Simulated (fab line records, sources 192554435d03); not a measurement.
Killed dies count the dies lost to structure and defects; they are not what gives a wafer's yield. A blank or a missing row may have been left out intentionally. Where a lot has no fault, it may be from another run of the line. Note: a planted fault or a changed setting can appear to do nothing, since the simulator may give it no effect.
Chamber matching ; flow n5_finfet ; 4 sister chambers for N5_HKMG_FIN_ETCH_31 on rie_diel-01
The step etches SiARC in CF4, target depth 45.5 nm, time 75.8 s. 4 wafers are shown with their chamber, then 10 later ones without.

== WAFERS, EACH WITH ITS CHAMBER ==
wafer;chamber;throttle_valve_pct (%)
L077.4;3;15.75
L083.6;0;15.89
L087.3;2;15.14
L087.5;1;16.07

== WAFERS WHOSE CHAMBER IS MISSING ==
wafer;throttle_valve_pct (%)
L087.6;15.13
L089.3;15.32
L089.5;15.16
L089.6;15.31
L093.1;16.08
L093.2;15.18
L093.3;15.34
L093.4;15.38
L093.5;15.38
L093.6;15.33

== THE CHAMBER EACH PASSED THROUGH ==
wafer;from the rows above;in truth
L087.6;2;2
L089.3;can't be placed: 2 or 3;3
L089.5;2;2
L089.6;can't be placed: 2 or 3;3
L093.1;can't be placed: 1 or 0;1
L093.2;2;2
L093.3;can't be placed: 2 or 3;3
L093.4;can't be placed: 2 or 3 or 0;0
L093.5;can't be placed: 2 or 3 or 0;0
L093.6;can't be placed: 2 or 3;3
3 of 10 placed correctly. Can't be placed from these rows: 7 (the true chamber is among the candidates in 7). Number placed wrongly: 0.
How it was worked out, from the rows above alone: a wafer's distance from a chamber is the root of the sum, over the readings, of the square of ((its reading less the chamber's mean) divided by the reading's scatter). The wafer belongs to the nearest chamber; if the next one is less than 2 further off, it can't be placed. For every chamber, the mean is computed from those of its wafers that are shown. The scatter (one wafer shown for each chamber): square how far every hidden wafer sits from the nearest shown wafer, average those squares and take the square root.
